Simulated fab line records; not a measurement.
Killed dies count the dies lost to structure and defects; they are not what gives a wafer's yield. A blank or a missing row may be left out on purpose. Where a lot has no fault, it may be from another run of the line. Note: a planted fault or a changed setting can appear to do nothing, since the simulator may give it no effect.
fab line records	flow n5_finfet
record lots=24	wafers=72	last_day=19
route steps=1938 shown BEOL_M2@928 BEOL_M3@947
lots with no fault: from the same line, run without faults
start_h: hours from the record's first day to the start of the lot's first wafer shown	wait_h: hours from the lot's prior step to this one	" the same as in the row above	L1.1+2: a single row standing in for several wafers	- no value, or no start given	* or withheld: withheld	< > ~ a bound
route shown NAME@n: NAME is a module with steps in the file, n the number in the route of the first one	usual: mean/standard deviation taken from wafers without a fault	same: alike in all rows	chamber/n: place in a boat	sites: readings site by site	_std_site: the values' standard deviation	_edge_site: outer sites' mean less inner sites'	radius_mm: for every site, how far away it sits from the centre of the wafer	mask NAME#n: copy n	behind: the most recent tool/chamber to have shaped the wafer	hold: why the lot was held/for how many hours/how that ended	device: which transistor (n, p or np) failed to switch	end of line: at the end of the route, the tests of the same wafers	where a step has no rows: the recipe by itself	killed: not the wafer's yield, but the dies lost to structure and defects at the first sort	map: shows each die of a wafer: x if killed, . if not, _ if none is there
set.NAME: the setting the step ran with; set.NAME@STEP: the setting that earlier step ran with	model.NAME: the simulator's own value behind a step, which no gauge read
one table for each step of the route and one row for each wafer, over a sample of lots
services: from which hour (start_h, from the record's first day; less than 0 if before it) a tool's chamber was out of use, for how many hours, and why
## steps
# step N5_BEOL_M2_DEP_57
# recipe material=SiCN	target_thk_a=80	temp_c=withheld	precursor=3MS/NH3	pressure_torr=3	rf_w=202	time_s=14
# usual showerhead_plenum_p_Torr=3.669/0.01	showerhead_vpp_V=892/27	throttle_valve_pct=9.0/0.39
# same time_s=14
lot.wafer	tool	chamber	start_h	wait_h	showerhead_plenum_p_Torr	showerhead_vpp_V	throttle_valve_pct
L075.2	pecvd-01	2	172.09	0.0	3.683	870	8.0
L075.4	"	1	"	"	3.666	949	9.0
L075.5	"	0	"	"	3.681	846	9.7
L074.2	pecvd-04	0	175.07	0.0	3.659	932	9.2
L074.5	"	0	"	"	3.658	935	9.0
L074.6	"	2	"	"	3.658	899	8.6
L078.1	pecvd-04	1	176.30	0.0	3.685	886	9.3
L078.2	"	0	"	"	3.661	915	9.1
L078.6	"	1	"	"	3.681	899	9.1
L077.2	pecvd-03	2	177.10	0.0	3.664	894	9.3
L077.3	"	1	"	"	3.660	879	9.3
L077.6	"	0	"	"	3.664	882	9.4
L076.2	pecvd-03	2	184.70	0.0	3.660	921	9.3
L076.4	"	2	"	"	3.664	901	9.4
L076.6	"	1	"	"	3.658	910	9.3
L079.1	pecvd-01	1	185.06	0.0	3.668	943	9.4
L079.4	"	2	"	"	3.676	849	8.1
L079.5	"	0	"	"	3.675	838	9.4
L080.1	pecvd-04	2	194.33	0.0	3.661	890	8.8
L080.3	"	1	"	"	3.691	907	9.2
L080.6	"	2	"	"	3.661	893	8.5
L081.3	pecvd-04	2	198.59	0.0	3.667	879	8.6
L081.5	"	1	"	"	3.686	895	9.1
L081.6	"	2	"	"	3.665	890	8.6
L082.3	pecvd-04	1	203.15	0.0	3.680	915	9.5
L082.5	"	0	"	"	3.659	922	9.1
L082.6	"	2	"	"	3.663	876	8.6
L083.2	pecvd-03	1	205.70	0.0	3.681	899	9.0
L083.3	"	0	"	"	3.659	876	9.0
L083.4	"	1	"	"	3.668	886	9.0
L084.1	pecvd-01	2	220.08	0.0	3.681	852	8.5
L084.4	"	2	"	"	3.690	874	8.2
L084.5	"	0	"	"	3.673	851	9.4
L085.4	pecvd-01	1	223.46	0.0	3.680	928	9.2
L085.5	"	2	"	"	3.681	859	8.3
L085.6	"	0	"	"	3.677	839	9.4
L086.2	pecvd-01	2	224.85	0.0	3.678	857	8.2
L086.5	"	0	"	"	3.678	845	9.6
L086.6	"	1	"	"	3.671	919	9.2
L087.4	pecvd-01	1	231.91	0.0	3.670	921	9.3
L087.5	"	2	"	"	3.678	860	8.4
L087.6	"	0	"	"	3.689	856	9.2
L088.2	pecvd-03	2	244.51	0.0	3.656	913	8.9
L088.3	"	1	"	"	3.670	868	9.4
L088.4	"	1	"	"	3.665	891	9.2
L089.1	pecvd-03	1	247.45	0.0	3.661	894	9.4
L089.5	"	1	"	"	3.664	890	9.3
L089.6	"	0	"	"	3.654	891	9.1
L090.3	pecvd-04	0	252.36	0.0	3.667	931	8.5
L090.4	"	0	"	"	3.659	915	9.1
L090.5	"	1	"	"	3.687	896	8.9
L091.1	pecvd-04	2	260.69	0.0	3.665	891	8.8
L091.2	"	1	"	"	3.685	898	9.1
L091.4	"	2	"	"	3.666	906	8.6
L093.3	pecvd-03	0	275.65	0.0	3.663	887	9.4
L093.4	"	1	"	"	3.674	884	9.3
L093.6	"	2	"	"	3.664	915	9.1
L092.1	pecvd-04	0	277.08	0.0	3.662	919	9.2
L092.3	"	1	"	"	3.686	910	9.1
L092.5	"	0	"	"	3.657	931	9.2
L094.1	pecvd-03	0	278.53	0.0	3.660	876	9.4
L094.2	"	2	"	"	3.652	901	8.7
L094.5	"	2	"	"	3.658	909	8.6
L096.2	pecvd-03	2	283.52	0.0	3.653	924	9.2
L096.3	"	0	"	"	3.659	889	9.3
L096.6	"	2	"	"	3.657	921	8.9
L095.1	pecvd-03	1	288.38	0.0	3.678	896	9.1
L095.4	"	1	"	"	3.666	879	9.0
L095.5	"	0	"	"	3.665	880	9.3
L097.3	pecvd-01	0	291.50	0.0	3.674	847	9.5
L097.4	"	1	"	"	3.675	944	9.1
L097.5	"	0	"	"	3.678	855	9.4
# step N5_BEOL_M3_DESCUM_16
# recipe chemistry=O2	time_s=7	source_power_w=50	bias_power_w=20	pressure_mtorr=20	rf_frequency_hz=2.712e+07	temp_c=40	resist=CAR-EUV	o2_flow_sccm=225
# usual chamber_pressure_mTorr=19.999/0.017	drypump_motor_current_A=5.6/0.57	oes_product_au=0.80/0.071	rf_vpp_V=243.2/1.3	showerhead_plenum_p_Torr=2.10/0.06	temp_c=39.98/0.1	throttle_valve_pct=20.43/0.26
# same time_s=7
lot.wafer	tool	chamber	start_h	wait_h	chamber_pressure_mTorr	drypump_motor_current_A	oes_product_au	rf_hours_counter_h	rf_vpp_V	showerhead_plenum_p_Torr	temp_c	throttle_valve_pct
L075.2	rie_diel-03	3	172.94	0.0	20.013	4.7	0.77	130	241.7	2.02	39.88	20.52
L075.4	"	1	"	"	19.982	5.0	0.83	95	241.5	2.03	39.86	20.71
L075.5	"	2	"	"	19.985	5.1	0.79	-	244.2	2.13	39.86	20.51
L074.2	rie_diel-06	1	176.49	0.0	19.995	5.2	0.94	9	243.5	2.14	39.99	20.49
L074.5	"	2	"	"	20.015	5.9	0.75	-	245.6	2.16	39.99	20.22
L074.6	"	1	"	"	20.036	5.2	0.94	-	244.0	2.14	40.01	20.48
L078.1	rie_diel-03	3	177.22	0.0	20.001	4.7	0.77	132	242.9	2.02	40.06	20.53
L078.2	"	2	"	"	19.993	5.1	0.80	89	244.3	2.13	40.01	20.49
L078.6	"	0	"	"	19.986	5.5	0.92	-	243.9	2.14	39.84	20.29
L077.2	rie_diel-01	0	180.05	0.1	20.005	6.0	0.71	173	242.5	2.11	39.98	20.78
L077.3	"	2	"	"	19.992	5.9	0.77	100	245.5	2.21	40.21	20.53
L077.6	"	2	"	"	20.030	5.9	0.79	-	244.4	2.21	40.06	20.53
L076.2	rie_diel-03	0	185.54	0.0	20.005	5.5	0.92	16	243.8	2.13	39.98	20.28
L076.4	"	2	"	"	20.027	5.1	0.79	92	243.1	2.13	40.20	20.51
L076.6	"	3	"	"	19.974	4.7	0.76	-	242.1	2.02	40.07	20.53
L079.1	rie_diel-03	3	187.98	0.1	19.967	4.7	0.77	135	244.1	2.02	39.93	20.52
L079.4	"	1	"	"	19.998	5.0	0.83	98	241.5	2.03	39.78	20.71
L079.5	"	2	"	"	19.983	5.1	0.78	-	243.2	2.13	39.90	20.50
L080.1	rie_diel-06	2	195.98	0.0	19.998	6.0	0.75	162	244.5	2.16	39.90	20.23
L080.3	"	3	"	"	20.022	5.9	0.76	152	242.4	2.11	40.17	20.46
L080.6	"	1	"	"	20.030	5.2	0.93	-	243.0	2.14	39.89	20.47
L081.3	rie_diel-01	3	199.78	0.1	20.003	6.3	0.86	47	242.4	2.05	39.98	20.14
L081.5	"	1	"	"	20.005	5.8	0.70	-	242.0	2.00	40.06	20.65
L081.6	"	2	"	"	19.985	5.9	0.77	-	244.9	2.21	39.95	20.55
L082.3	rie_diel-06	0	205.46	0.0	19.977	6.6	0.90	39	245.1	2.13	40.01	19.82
L082.5	"	1	"	"	19.988	5.1	0.92	-	244.9	2.14	39.95	20.47
L082.6	"	0	"	"	19.999	6.6	0.90	-	243.5	2.13	39.98	19.81
L083.2	rie_diel-03	3	206.94	0.0	19.977	4.7	0.76	141	243.7	2.02	39.95	20.53
L083.3	"	1	"	"	20.007	5.0	0.83	104	243.4	2.02	39.84	20.72
L083.4	"	0	"	"	19.964	5.5	0.91	23	244.6	2.13	39.91	20.29
L084.1	rie_diel-03	3	222.15	0.1	20.017	4.7	0.75	145	242.1	2.02	39.98	20.52
L084.4	"	1	"	"	19.993	5.0	0.82	109	243.0	2.02	39.92	20.72
L084.5	"	2	"	"	19.968	5.1	0.78	-	245.4	2.13	40.18	20.51
L085.4	rie_diel-03	1	226.82	0.0	19.993	5.0	0.82	110	242.4	2.02	40.23	20.72
L085.5	"	2	"	"	20.005	5.0	0.77	-	243.0	2.13	40.06	20.52
L085.6	"	3	"	"	20.000	4.7	0.76	-	241.4	2.02	39.93	20.53
L086.2	rie_diel-06	0	227.14	0.0	20.002	6.6	0.88	46	244.1	2.12	40.03	19.82
L086.5	"	1	"	"	20.007	5.2	0.89	-	244.1	2.14	40.12	20.50
L086.6	"	0	"	"	19.992	6.6	0.88	-	245.1	2.12	40.01	19.84
L087.4	rie_diel-06	3	233.18	0.0	20.011	6.0	0.74	163	243.8	2.10	39.93	20.49
L087.5	"	1	"	"	19.968	5.2	0.90	-	244.3	2.14	39.93	20.50
L087.6	"	2	"	"	19.992	5.9	0.74	-	244.0	2.16	39.90	20.23
L088.2	rie_diel-01	2	247.86	0.4	19.993	5.9	0.76	121	243.3	2.20	39.95	20.57
L088.3	"	3	"	"	19.989	6.3	0.84	61	242.4	2.04	39.92	20.15
L088.4	"	0	"	"	20.007	6.1	0.70	193	241.6	2.10	40.12	20.82
L089.1	rie_diel-03	3	249.26	0.0	19.992	4.7	0.76	152	241.8	2.01	40.12	20.54
L089.5	"	3	"	"	19.994	4.7	0.75	-	241.8	2.01	39.97	20.55
L089.6	"	2	"	"	19.995	5.0	0.78	-	242.4	2.13	40.08	20.54
L090.3	rie_diel-06	1	254.16	0.0	19.968	5.2	0.88	33	244.4	2.13	40.05	20.52
L090.4	"	0	"	"	19.999	6.6	0.88	53	242.3	2.12	39.85	19.85
L090.5	"	0	"	"	20.011	6.6	0.87	-	243.9	2.12	39.88	19.83
L091.1	rie_diel-03	2	262.23	0.3	19.997	5.1	0.78	113	243.5	2.13	40.06	20.55
L091.2	"	0	"	"	20.000	5.5	0.88	38	243.2	2.13	39.91	20.29
L091.4	"	3	"	"	20.044	4.7	0.75	155	241.8	2.01	40.05	20.54
L093.3	rie_diel-03	0	278.69	0.1	19.966	5.5	0.87	42	242.8	2.13	40.04	20.31
L093.4	"	1	"	"	20.026	5.0	0.80	125	241.3	2.02	40.07	20.76
L093.6	"	2	"	"	20.007	5.1	0.77	-	243.3	2.12	39.91	20.51
L092.1	rie_diel-01	0	278.90	0.1	20.029	6.0	0.70	202	242.4	2.10	40.05	20.82
L092.3	"	2	"	"	20.001	5.9	0.75	129	245.5	2.20	40.04	20.59
L092.5	"	3	"	"	19.995	6.2	0.84	-	242.2	2.04	40.08	20.16
L094.1	rie_diel-06	0	280.16	0.0	19.997	6.6	0.86	60	244.2	2.12	39.89	19.83
L094.2	"	3	"	"	20.031	5.9	0.74	175	243.1	2.10	40.04	20.51
L094.5	"	0	"	"	19.996	6.6	0.87	-	243.9	2.12	39.90	19.84
L096.2	rie_diel-01	2	286.46	1.4	19.996	5.9	0.75	132	243.6	2.20	39.85	20.57
L096.3	"	3	"	"	20.008	6.3	0.82	72	243.1	2.04	39.93	20.19
L096.6	"	2	"	"	19.995	5.9	0.75	-	246.2	2.20	39.94	20.61
L095.1	rie_diel-01	1	292.95	0.1	20.018	5.8	0.68	226	240.2	1.99	39.96	20.69
L095.4	"	2	"	"	20.009	5.9	0.75	136	245.8	2.20	39.94	20.60
L095.5	"	3	"	"	19.999	6.2	0.82	-	242.0	2.04	39.95	20.17
L097.3	rie_diel-06	3	293.75	0.6	20.001	6.0	0.74	181	243.3	2.10	40.05	20.51
L097.4	"	0	"	"	19.997	6.6	0.87	67	245.0	2.12	39.87	19.85
L097.5	"	3	"	"	20.026	6.0	0.73	-	242.0	2.10	39.98	20.52
# step N5_BEOL_M3_SURFACE_TREAT_85
# recipe gas=Ar	time_s=*	ion_energy_ev=*	ion_current_ma_cm2=0.5	pressure_mtorr=*	ar_flow_sccm=30
# usual throttle_valve_pct=*
# same time_s=*
lot.wafer	tool	chamber	start_h	wait_h	throttle_valve_pct
L075.2	pvd_sputter-01	-	184.86	0.1	*
L075.4	"	-	"	"	*
L075.5	"	-	"	"	*
L074.2	pvd_sputter-02	-	185.43	0.2	*
L074.5	"	-	"	"	*
L074.6	"	-	"	"	*
L078.1	pvd_sputter-02	-	189.07	0.1	*
L078.2	"	-	"	"	*
L078.6	"	-	"	"	*
L077.2	pvd_sputter-01	-	189.40	0.3	*
L077.3	"	-	"	"	*
L077.6	"	-	"	"	*
L076.2	pvd_sputter-02	-	189.43	0.3	*
L076.4	"	-	"	"	*
L076.6	"	-	"	"	*
L079.1	pvd_sputter-02	-	193.21	0.2	*
L079.4	"	-	"	"	*
L079.5	"	-	"	"	*
L080.1	pvd_sputter-03	-	206.91	0.2	*
L080.3	"	-	"	"	*
L080.6	"	-	"	"	*
L081.3	pvd_sputter-01	-	207.07	0.2	*
L081.5	"	-	"	"	*
L081.6	"	-	"	"	*
L082.3	pvd_sputter-01	-	209.85	0.2	*
L082.5	"	-	"	"	*
L082.6	"	-	"	"	*
L083.2	pvd_sputter-02	-	224.07	0.5	*
L083.3	"	-	"	"	*
L083.4	"	-	"	"	*
L084.1	pvd_sputter-03	-	237.06	0.2	*
L084.4	"	-	"	"	*
L084.5	"	-	"	"	*
L085.4	pvd_sputter-03	-	239.36	0.1	*
L085.5	"	-	"	"	*
L085.6	"	-	"	"	*
L086.2	pvd_sputter-02	-	239.70	0.1	*
L086.5	"	-	"	"	*
L086.6	"	-	"	"	*
L087.4	pvd_sputter-03	-	239.80	0.2	*
L087.5	"	-	"	"	*
L087.6	"	-	"	"	*
L088.2	pvd_sputter-01	-	253.49	0.3	*
L088.3	"	-	"	"	*
L088.4	"	-	"	"	*
L089.1	pvd_sputter-03	-	254.23	0.1	*
L089.5	"	-	"	"	*
L089.6	"	-	"	"	*
L090.3	pvd_sputter-02	-	261.43	0.3	*
L090.4	"	-	"	"	*
L090.5	"	-	"	"	*
L091.1	pvd_sputter-01	-	271.00	0.2	*
L091.2	"	-	"	"	*
L091.4	"	-	"	"	*
L093.3	pvd_sputter-01	-	282.98	0.2	*
L093.4	"	-	"	"	*
L093.6	"	-	"	"	*
L092.1	pvd_sputter-02	-	284.68	0.1	*
L092.3	"	-	"	"	*
L092.5	"	-	"	"	*
L094.1	pvd_sputter-02	-	293.06	0.2	*
L094.2	"	-	"	"	*
L094.5	"	-	"	"	*
L096.2	pvd_sputter-01	-	303.77	1.4	*
L096.3	"	-	"	"	*
L096.6	"	-	"	"	*
L095.1	pvd_sputter-01	-	306.75	0.1	*
L095.4	"	-	"	"	*
L095.5	"	-	"	"	*
L097.3	pvd_sputter-03	-	311.52	0.5	*
L097.4	"	-	"	"	*
L097.5	"	-	"	"	*
# step N5_BEOL_M3_SPUTTER_81
# recipe material=Cu	target_thk_a=45	temp_c=-20	chamber_pressure_pa=0.07	power_w=withheld	time_s=8.29
# usual throttle_valve_pct=30.3/0.96
# same time_s=8.29
lot.wafer	tool	chamber	start_h	wait_h	throttle_valve_pct
L075.2	pvd_sputter-03	-	185.62	0.1	31.5
L075.4	"	-	"	"	30.2
L075.5	"	-	"	"	31.8
L074.2	pvd_sputter-03	-	187.46	0.1	31.4
L074.5	"	-	"	"	29.8
L074.6	"	-	"	"	31.3
L078.1	pvd_sputter-01	-	189.88	0.1	30.7
L078.2	"	-	"	"	30.0
L078.6	"	-	"	"	30.1
L077.2	pvd_sputter-03	-	190.08	0.1	31.6
L077.3	"	-	"	"	29.6
L077.6	"	-	"	"	30.0
L076.2	pvd_sputter-02	-	190.35	0.1	29.8
L076.4	"	-	"	"	30.3
L076.6	"	-	"	"	31.7
L079.1	pvd_sputter-02	-	193.87	0.1	30.0
L079.4	"	-	"	"	32.0
L079.5	"	-	"	"	30.1
L080.1	pvd_sputter-03	-	207.71	0.1	30.2
L080.3	"	-	"	"	31.1
L080.6	"	-	"	"	29.9
L081.3	pvd_sputter-01	-	207.91	0.1	28.1
L081.5	"	-	"	"	28.2
L081.6	"	-	"	"	30.3
L082.3	pvd_sputter-02	-	212.48	0.1	29.9
L082.5	"	-	"	"	29.7
L082.6	"	-	"	"	32.0
L083.2	pvd_sputter-03	-	225.87	0.1	31.3
L083.3	"	-	"	"	29.5
L083.4	"	-	"	"	30.2
L084.1	pvd_sputter-01	-	237.88	0.1	30.1
L084.4	"	-	"	"	28.2
L084.5	"	-	"	"	30.6
L085.4	pvd_sputter-01	-	240.07	0.1	30.5
L085.5	"	-	"	"	30.1
L085.6	"	-	"	"	30.6
L086.2	pvd_sputter-03	-	240.36	0.1	29.8
L086.5	"	-	"	"	29.6
L086.6	"	-	"	"	31.2
L087.4	pvd_sputter-02	-	240.48	0.1	29.6
L087.5	"	-	"	"	29.9
L087.6	"	-	"	"	31.7
L088.2	pvd_sputter-01	-	254.17	0.1	30.1
L088.3	"	-	"	"	28.0
L088.4	"	-	"	"	30.1
L089.1	pvd_sputter-01	-	256.01	0.1	30.3
L089.5	"	-	"	"	30.0
L089.6	"	-	"	"	28.1
L090.3	pvd_sputter-03	-	262.15	0.1	31.5
L090.4	"	-	"	"	29.8
L090.5	"	-	"	"	29.7
L091.1	pvd_sputter-02	-	271.66	0.1	29.8
L091.2	"	-	"	"	30.3
L091.4	"	-	"	"	29.7
L093.3	pvd_sputter-01	-	283.66	0.1	30.3
L093.4	"	-	"	"	30.1
L093.6	"	-	"	"	28.1
L092.1	pvd_sputter-03	-	285.40	0.1	31.6
L092.3	"	-	"	"	31.2
L092.5	"	-	"	"	29.9
L094.1	pvd_sputter-02	-	293.72	0.1	31.8
L094.2	"	-	"	"	30.5
L094.5	"	-	"	"	31.9
L096.2	pvd_sputter-01	-	304.67	0.1	28.3
L096.3	"	-	"	"	30.7
L096.6	"	-	"	"	30.2
L095.1	pvd_sputter-03	-	309.20	0.1	31.4
L095.4	"	-	"	"	31.5
L095.5	"	-	"	"	29.7
L097.3	pvd_sputter-03	-	312.49	0.1	31.5
L097.4	"	-	"	"	31.6
L097.5	"	-	"	"	30.0
# step N5_BEOL_M3_SPUTTER_90
# recipe material=Cu	target_thk_a=45	temp_c=-20	chamber_pressure_pa=0.07	power_w=withheld	time_s=8.29
# usual throttle_valve_pct=30.3/0.97
# same time_s=8.29
lot.wafer	tool	chamber	start_h	wait_h	throttle_valve_pct
L075.2	pvd_sputter-03	-	186.28	0.1	31.7
L075.4	"	-	"	"	30.0
L075.5	"	-	"	"	31.5
L074.2	pvd_sputter-03	-	188.12	0.1	31.3
L074.5	"	-	"	"	30.0
L074.6	"	-	"	"	31.4
L078.1	pvd_sputter-01	-	190.54	0.1	30.3
L078.2	"	-	"	"	30.2
L078.6	"	-	"	"	30.1
L077.2	pvd_sputter-03	-	190.74	0.1	31.4
L077.3	"	-	"	"	30.0
L077.6	"	-	"	"	30.0
L076.2	pvd_sputter-02	-	191.01	0.1	29.7
L076.4	"	-	"	"	30.4
L076.6	"	-	"	"	31.6
L079.1	pvd_sputter-02	-	194.53	0.1	29.5
L079.4	"	-	"	"	31.7
L079.5	"	-	"	"	29.9
L080.1	pvd_sputter-03	-	208.37	0.1	30.1
L080.3	"	-	"	"	31.5
L080.6	"	-	"	"	30.0
L081.3	pvd_sputter-01	-	208.57	0.1	28.2
L081.5	"	-	"	"	28.2
L081.6	"	-	"	"	30.2
L082.3	pvd_sputter-02	-	213.14	0.1	29.7
L082.5	"	-	"	"	29.8
L082.6	"	-	"	"	31.6
L083.2	pvd_sputter-03	-	226.53	0.1	31.3
L083.3	"	-	"	"	30.0
L083.4	"	-	"	"	29.9
L084.1	pvd_sputter-01	-	238.54	0.1	30.3
L084.4	"	-	"	"	28.2
L084.5	"	-	"	"	30.7
L085.4	pvd_sputter-01	-	240.73	0.1	30.7
L085.5	"	-	"	"	30.3
L085.6	"	-	"	"	30.5
L086.2	pvd_sputter-03	-	241.02	0.1	29.7
L086.5	"	-	"	"	29.8
L086.6	"	-	"	"	31.0
L087.4	pvd_sputter-02	-	241.14	0.1	29.6
L087.5	"	-	"	"	29.6
L087.6	"	-	"	"	32.0
L088.2	pvd_sputter-01	-	254.83	0.1	30.2
L088.3	"	-	"	"	28.1
L088.4	"	-	"	"	30.4
L089.1	pvd_sputter-01	-	256.67	0.1	30.3
L089.5	"	-	"	"	30.4
L089.6	"	-	"	"	28.1
L090.3	pvd_sputter-03	-	262.81	0.1	31.5
L090.4	"	-	"	"	29.7
L090.5	"	-	"	"	29.7
L091.1	pvd_sputter-02	-	272.32	0.1	29.7
L091.2	"	-	"	"	30.5
L091.4	"	-	"	"	29.7
L093.3	pvd_sputter-01	-	284.32	0.1	29.8
L093.4	"	-	"	"	30.0
L093.6	"	-	"	"	28.3
L092.1	pvd_sputter-03	-	286.06	0.1	31.3
L092.3	"	-	"	"	31.3
L092.5	"	-	"	"	30.0
L094.1	pvd_sputter-02	-	294.38	0.1	31.8
L094.2	"	-	"	"	30.2
L094.5	"	-	"	"	31.9
L096.2	pvd_sputter-01	-	305.33	0.1	28.3
L096.3	"	-	"	"	30.5
L096.6	"	-	"	"	30.2
L095.1	pvd_sputter-03	-	309.86	0.1	31.6
L095.4	"	-	"	"	31.6
L095.5	"	-	"	"	29.8
L097.3	pvd_sputter-03	-	313.15	0.1	31.1
L097.4	"	-	"	"	31.9
L097.5	"	-	"	"	29.7
# step N5_BEOL_M3_ANNEAL_51
# recipe temp_c=225	time_s=90	ambient=N2
# usual wafer_temp_C_max=225.93/0.25
# same time_s=90
lot.wafer	tool	chamber	start_h	wait_h	wafer_temp_C_max
L075.2	rtp_anneal-02	0	187.18	0.1	226.05
L075.4	"	0	"	"	226.17
L075.5	"	0	"	"	225.82
L074.2	rtp_anneal-01	0	189.08	0.2	225.99
L074.5	"	0	"	"	225.68
L074.6	"	0	"	"	225.88
L078.1	rtp_anneal-02	0	191.40	0.1	225.98
L078.2	"	0	"	"	226.12
L078.6	"	0	"	"	226.06
L077.2	rtp_anneal-02	0	191.71	0.2	226.03
L077.3	"	0	"	"	226.44
L077.6	"	0	"	"	226.14
L076.2	rtp_anneal-02	0	191.98	0.2	225.81
L076.4	"	0	"	"	226.04
L076.6	"	0	"	"	225.81
L079.1	rtp_anneal-02	0	195.39	0.1	226.28
L079.4	"	0	"	"	226.14
L079.5	"	0	"	"	225.51
L080.1	rtp_anneal-02	0	209.22	0.1	226.15
L080.3	"	0	"	"	226.23
L080.6	"	0	"	"	225.94
L081.3	rtp_anneal-02	0	209.58	0.2	225.82
L081.5	"	0	"	"	225.90
L081.6	"	0	"	"	225.89
L082.3	rtp_anneal-01	0	214.26	0.3	225.70
L082.5	"	0	"	"	225.72
L082.6	"	0	"	"	225.52
L083.2	rtp_anneal-01	0	227.43	0.1	225.83
L083.3	"	0	"	"	225.89
L083.4	"	0	"	"	225.98
L084.1	rtp_anneal-01	0	239.41	0.1	225.52
L084.4	"	0	"	"	225.69
L084.5	"	0	"	"	226.00
L085.4	rtp_anneal-01	0	241.72	0.2	225.71
L085.5	"	0	"	"	225.91
L085.6	"	0	"	"	225.43
L086.2	rtp_anneal-02	0	241.92	0.1	226.24
L086.5	"	0	"	"	225.47
L086.6	"	0	"	"	225.90
L087.4	rtp_anneal-01	0	242.13	0.2	226.02
L087.5	"	0	"	"	225.64
L087.6	"	0	"	"	225.98
L088.2	rtp_anneal-02	0	255.73	0.1	225.60
L088.3	"	0	"	"	226.31
L088.4	"	0	"	"	225.95
L089.1	rtp_anneal-02	0	257.52	0.1	225.97
L089.5	"	0	"	"	226.26
L089.6	"	0	"	"	226.23
L090.3	rtp_anneal-01	0	263.75	0.1	225.64
L090.4	"	0	"	"	225.82
L090.5	"	0	"	"	225.61
L091.1	rtp_anneal-02	0	273.18	0.1	225.91
L091.2	"	0	"	"	226.04
L091.4	"	0	"	"	226.44
L093.3	rtp_anneal-01	0	285.28	0.1	226.03
L093.4	"	0	"	"	226.10
L093.6	"	0	"	"	225.78
L092.1	rtp_anneal-02	0	286.91	0.1	226.03
L092.3	"	0	"	"	226.63
L092.5	"	0	"	"	225.92
L094.1	rtp_anneal-01	0	295.32	0.1	225.64
L094.2	"	0	"	"	225.51
L094.5	"	0	"	"	226.08
L096.2	rtp_anneal-01	0	308.98	2.9	226.21
L096.3	"	0	"	"	225.91
L096.6	"	0	"	"	225.92
L095.1	rtp_anneal-01	0	311.31	0.7	225.79
L095.4	"	0	"	"	225.80
L095.5	"	0	"	"	225.68
L097.3	rtp_anneal-02	0	317.24	3.3	225.97
L097.4	"	0	"	"	226.05
L097.5	"	0	"	"	226.30
## services
tool	chamber	start_h	hours	kind
rie_diel-06	1	151.90	8.1	repair
pecvd-03	0	159.45	2.1	scheduled_down
pecvd-01	1	161.82	2.1	scheduled_down
rie_diel-01	-	164.46	0.3	repair
pvd_sputter-02	-	168.67	3.0	repair
rie_diel-06	3	170.12	4.2	repair
pecvd-03	-	193.06	0.3	repair
pecvd-04	0	196.07	5.5	scheduled_down
pecvd-01	-	200.24	6.0	pm
pecvd-03	1	201.03	2.1	scheduled_down
pecvd-03	2	203.21	-	clean
pecvd-03	2	203.21	-	consumable_replace:showerhead
pecvd-03	2	203.21	29.0	scheduled_down
pecvd-03	2	203.21	29.0	vent_cycle
pecvd-04	0	207.47	14.5	repair
pecvd-04	2	215.50	5.5	scheduled_down
rie_diel-06	2	224.10	3.8	repair
pecvd-03	0	226.34	12.3	repair
pecvd-01	0	226.63	2.1	scheduled_down
rie_diel-03	2	257.70	2.6	repair
pvd_sputter-01	-	272.01	0.5	repair
rie_diel-03	-	281.46	14.6	pm
rtp_anneal-02	-	294.48	22.1	pm
pecvd-03	0	308.66	4.7	repair
## key
fault none
